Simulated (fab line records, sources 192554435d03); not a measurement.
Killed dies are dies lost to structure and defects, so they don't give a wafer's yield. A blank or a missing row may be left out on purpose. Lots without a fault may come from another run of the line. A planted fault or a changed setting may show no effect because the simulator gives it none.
Chamber matching | flow n5_finfet | N5_SDB_HM_DEP_00 on pecvd-02: 3 sister chambers
The step deposits SiNx from SiH4/NH3/N2, target thk 40 nm, time 35.3 s. 6 wafers are shown with their chamber, then 12 later ones without.

WAFERS WITH THEIR CHAMBER
wafer  | chamber | showerhead_plenum_p_Torr (Torr) | throttle_valve_pct (%)
L088.1 | 0       | 5.24                            | 40.4
L088.2 | 2       | 5.12                            | 38.7
L088.3 | 1       | 5.22                            | 38.4
L088.4 | 0       | 5.22                            | 40.2
L088.5 | 2       | 5.14                            | 38.8
L088.6 | 1       | 5.23                            | 38.0

WAFERS WITHOUT THEIR CHAMBER
wafer  | showerhead_plenum_p_Torr (Torr) | throttle_valve_pct (%)
L090.3 | 5.22                            | 38.3
L090.5 | 5.22                            | 38.3
L090.6 | 5.12                            | 38.8
L091.1 | 5.23                            | 40.3
L091.4 | 5.13                            | 38.9
L091.5 | 5.23                            | 40.5
L095.2 | 5.21                            | 38.2
L095.4 | 5.12                            | 39.1
L095.6 | 5.21                            | 40.7
L096.1 | 5.13                            | 39.1
L096.5 | 5.13                            | 38.9
L096.6 | 5.22                            | 40.6

WHICH CHAMBER EACH WENT THROUGH
wafer  | from the rows above | in truth
L090.3 | 1                   | 1
L090.5 | 1                   | 1
L090.6 | 2                   | 2
L091.1 | 0                   | 0
L091.4 | 2                   | 2
L091.5 | 0                   | 0
L095.2 | 1                   | 1
L095.4 | 2                   | 2
L095.6 | 0                   | 0
L096.1 | 2                   | 2
L096.5 | 2                   | 2
L096.6 | 0                   | 0
Placed correctly: 12 of 12. Can't be placed from these rows: 0. Placed wrongly: 0.
How it was worked out, from the rows above alone: a wafer's distance from a chamber is the root of the sum, over the readings, of the square of ((its reading less the chamber's mean) divided by the reading's scatter). The wafer belongs to the nearest chamber; if the next one is less than 2 further off, it can't be placed. A chamber's mean is the mean of its shown wafers. The scatter: the root of (the sum of the squares of (reading less its chamber's mean) over the shown wafers, divided by (wafers less chambers)).
